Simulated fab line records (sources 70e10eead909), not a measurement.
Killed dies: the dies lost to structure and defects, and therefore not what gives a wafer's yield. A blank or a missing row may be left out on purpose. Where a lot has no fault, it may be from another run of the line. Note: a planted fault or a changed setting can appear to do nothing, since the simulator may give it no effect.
Struck lot and sound lot, side by side :: flow nandHarc :: 14 out of 1302 route steps
Sound: wafers L578.3, L578.5, L578.6. Struck: wafer L593.5. (L593.2 of the same lot was not struck and is left out.) The cause comes at the end.
At each step with rows: each side's tool, then ch and its chambers, then its first start. Under that, the readings that differ: sound wafers :: struck wafers :: difference of the means :: sigmas: that difference in standard deviations of wafers without a fault.
alike: a reading whose means differ by less than 2 such deviations, as well as words and numbers matching on both sides. not compared: withheld readings; readings where some wafer has no value; bounds like >300 that might hide an equal value; numbers whose values overlap and for which the record gives no deviation.
Wherever a step has rows on one side only, a row that says differs or no value, or a row with sigmas, the two part there. Numbers that have no deviation but don't overlap get no sigmas and don't part them. Lack of a reading on every wafer of one side parts them only where that side has two or more wafers.

first, 1 step without rows for these wafers: NHARC_A_WL_FILL_ANNEAL_08 (time 1800 s).
NHARC_A_WL_FILL_ALD_10: deposits SiO2, target thk 50 nm, pulse time 10 s, ald cycles 500.
  sound on aldHk-04 ch 2,3, day 20 04:49; struck on aldHk-03 ch 3, day 26 22:55
  alike: heaterPowerW, precursorPulseHeightRel
  not compared: aldCycles
NHARC_A_WL_FILL_ETCHBACK_16: etches the open film in C4F8/O2/Ar, target depth 120 nm, time 24 s.
  sound on rieDiel-13 ch 2,3; struck on rieDiel-03 ch 0
reading: oesProductAu (a.u.)
sound: 1.02 1.02 1.02
struck: 0.92
difference: -0.10
sigmas: -3
  alike: rfVppV
  not compared: rfHoursCounterH
NHARC_A_WL_FILL_STRIP_29: strips in O2, time 20 s.
  sound on rieDiel-13 ch 1,2, day 20 09:04; struck on rieDiel-03 ch 1, day 27 01:36
reading: throttleValvePct (%)
sound: 17.030 17.021 17.023
struck: 17.057
difference: +0.032
sigmas: +3
  alike: drypumpMotorCurrentA, oesProductAu, rfVppV, showerheadPlenumPTorr
  not compared: rfHoursCounterH
NHARC_A_WL_FILL_ETCHBACK_17: etches the open film in Cl2/BCl3, target depth 4 nm, time 26.7 s.
  sound on rieMetal-01 ch 0,1, day 20 09:12; struck on rieMetal-02 ch 1, day 27 01:42
  alike: drypumpMotorCurrentA, oesProductAu
  not compared: rfHoursCounterH
then, 3 steps without rows for these wafers: NHARC_A_WL_FILL_PRECLEAN_18 (cleans in dHF, time 30 s); NHARC_A_WL_FILL_SRD_21; NHARC_A_WL_FILL_CVD_23 (deposits poly-Si, target thk 40 nm, time 800 s).
NHARC_A_WL_FILL_ETCHBACK_26: etches the open film in HBr, target depth 52 nm, time 13.3 s.
  sound on rieSi-02 ch 0,1,3, day 20 14:16; struck on rieSi-02 ch 0, day 27 06:50
  alike: drypumpMotorCurrentA, oesProductAu, throttleValvePct
  not compared: rfHoursCounterH
then, 2 steps without rows for these wafers: NHARC_A_WL_FILL_PRECLEAN_30 (cleans in dHF, time 10 s); NHARC_A_WL_FILL_SRD_14.
NHARC_A_WL_FILL_ALD_19: deposits TiN, target thk 2 nm, pulse time 3 s, ald cycles 100.
  sound on aldMetal-02 ch 0,1,2, day 20 14:34; struck on aldMetal-01 ch 0, day 27 07:09
reading: aldCycles
sound: 100 100 100
struck: 43
difference: -57
sigmas: 
  alike: heaterPowerW, precursorPulseHeightRel
then, 1 step without rows for these wafers: NHARC_A_WL_FILL_CVD_20 (deposits W, target thk 100 nm, time 74 s).
-- break in the record here, with 3 days between the starts of the struck wafers on either side (left off in module A_WL_FILL, picked up again in module END, where the first step shown is number 1302 on the route) --
NHARC_END_SORT_01:
  here the record holds rows for the struck wafers (prober-02 ch 0, day 30 12:31) but none for the sound ones

WHERE THEY PART
Earliest at NHARC_A_WL_FILL_ETCHBACK_16; latest, in this record, at NHARC_END_SORT_01.

WHY: what the simulator had put in
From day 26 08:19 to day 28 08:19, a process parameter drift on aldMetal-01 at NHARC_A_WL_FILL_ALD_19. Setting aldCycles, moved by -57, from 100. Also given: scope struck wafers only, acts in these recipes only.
